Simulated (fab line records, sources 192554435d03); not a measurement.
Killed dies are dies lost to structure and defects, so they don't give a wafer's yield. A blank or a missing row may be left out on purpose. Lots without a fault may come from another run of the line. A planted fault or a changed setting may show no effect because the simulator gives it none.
Which tool did it? | flow n5_finfet | 10 lots, 29 wafers sampled, at 5 steps of a route of 1938

WHAT THE GAUGES READ, wafer by wafer
N5_DUMMY_GATE_INSPECT_27: inspects for defects (brightfield).
lot  | measured    | on                | raw_defect_count
L385 | day 3 00:06 | defect_inspect-01 | 444 373 346
L387 | day 3 13:19 | defect_inspect-02 | 292 233 242
L390 | day 4 04:50 | defect_inspect-01 | 353 374 395
L391 | day 4 11:19 | defect_inspect-01 | 280 239 334
L393 | day 5 01:32 | defect_inspect-02 | 1292 1350 1326
L398 | day 6 07:56 | defect_inspect-02 | 333 272 266
L399 | day 6 11:31 | defect_inspect-01 | 450 352 272
L403 | day 7 12:57 | defect_inspect-01 | 388 504
L405 | day 7 22:45 | defect_inspect-01 | 532 460 320
L407 | day 8 11:47 | defect_inspect-02 | 278 255 322

WHICH TOOL RAN EACH LOT (tool, then ch and the chambers of the sampled wafers, then the start)
lot  | N5_DUMMY_GATE_ETCH_31             | N5_DUMMY_GATE_STRIP_41            | N5_DUMMY_GATE_HM_OPEN_21          | N5_DUMMY_GATE_PRECLEAN_51
L385 | rie_diel-06 ch 0,1,2, day 2 23:21 | rie_diel-06 ch 0,1,2, day 2 23:24 | rie_diel-06 ch 0,1,2, day 2 23:26 | wet_bench-04 ch 2,3,6, day 3 00:01
L387 | rie_diel-06 ch 1,2, day 3 12:34   | rie_diel-06 ch 1,2, day 3 12:37   | rie_diel-06 ch 1,2, day 3 12:40   | wet_bench-05 ch 0,5,6, day 3 13:13
L390 | rie_diel-05 ch 0,1,2, day 4 04:07 | rie_diel-05 ch 0,1,2, day 4 04:09 | rie_diel-05 ch 0,1,2, day 4 04:11 | wet_bench-01 ch 4,5,7, day 4 04:45
L391 | rie_diel-06 ch 0,1,3, day 4 10:26 | rie_diel-06 ch 0,1,3, day 4 10:29 | rie_diel-06 ch 0,1,3, day 4 10:31 | wet_bench-01 ch 2,3,6, day 4 11:14
L393 | rie_diel-06 ch 1,2,3, day 5 00:48 | rie_diel-06 ch 1,2,3, day 5 00:51 | rie_diel-06 ch 1,2,3, day 5 00:53 | wet_bench-01 ch 1,6,7, day 5 01:26
L398 | rie_diel-03 ch 0,1,3, day 6 07:14 | rie_diel-03 ch 0,1,3, day 6 07:16 | rie_diel-03 ch 0,1,3, day 6 07:22 | wet_bench-05 ch 2,3,5, day 6 07:51
L399 | rie_diel-03 ch 0,3, day 6 10:47   | rie_diel-03 ch 0,3, day 6 10:50   | rie_diel-03 ch 0,3, day 6 10:53   | wet_bench-05 ch 1,3,7, day 6 11:26
L403 | rie_diel-05 ch 2,3, day 7 12:12   | rie_diel-05 ch 2,3, day 7 12:14   | rie_diel-05 ch 2,3, day 7 12:17   | wet_bench-05 ch 5,6, day 7 12:52
L405 | rie_diel-05 ch 0,1, day 7 21:46   | rie_diel-05 ch 0,1, day 7 21:48   | rie_diel-05 ch 0,1, day 7 21:50   | wet_bench-05 ch 1,6,7, day 7 22:39
L407 | rie_diel-03 ch 0,2,3, day 8 11:01 | rie_diel-03 ch 0,2,3, day 8 11:04 | rie_diel-03 ch 0,2,3, day 8 11:07 | wet_bench-05 ch 0,2,7, day 8 11:41
- N5_DUMMY_GATE_ETCH_31: etches SiO2 in C4F6/O2, target depth 82.5 nm, time 27.5 s.
- N5_DUMMY_GATE_STRIP_41: strips in O2.
- N5_DUMMY_GATE_HM_OPEN_21: chemistry CH3F/O2, target SiNx, target depth 120 nm, time 171.4 s.
- N5_DUMMY_GATE_PRECLEAN_51: cleans in SC2, time 45 s.

THE ANSWER, worked out from the rows above alone
Rule: what is usual is taken from the lots themselves. Put in order of their means at a reading, lots are off if they are a third of the lots or fewer, leave a main group of 4 or more, and stand apart from it by a gap of 3 or more times the standard deviation of the main group's means; of several such gaps the widest counts. A main group whose means are all the same, to the digits that the tables above print for the reading, isn't used. A lot without any number at a reading at which 4 lots or more have one is off too. The other lots that the step has rows for count as sound.
Off: L393, at N5_DUMMY_GATE_INSPECT_27 (raw_defect_count). The main group: mean 346, standard deviation 66.
A tool fits if, at a process step before that reading, it ran every lot that is off, and no sound lot after the first of them. The gauges at N5_DUMMY_GATE_INSPECT_27 are tried like those tools. Can't be told from this: 2 tools fit, rie_diel-06 at N5_DUMMY_GATE_ETCH_31 and N5_DUMMY_GATE_STRIP_41 and N5_DUMMY_GATE_HM_OPEN_21, wet_bench-01 at N5_DUMMY_GATE_PRECLEAN_51.

WHAT THE SIMULATOR HAD PUT IN
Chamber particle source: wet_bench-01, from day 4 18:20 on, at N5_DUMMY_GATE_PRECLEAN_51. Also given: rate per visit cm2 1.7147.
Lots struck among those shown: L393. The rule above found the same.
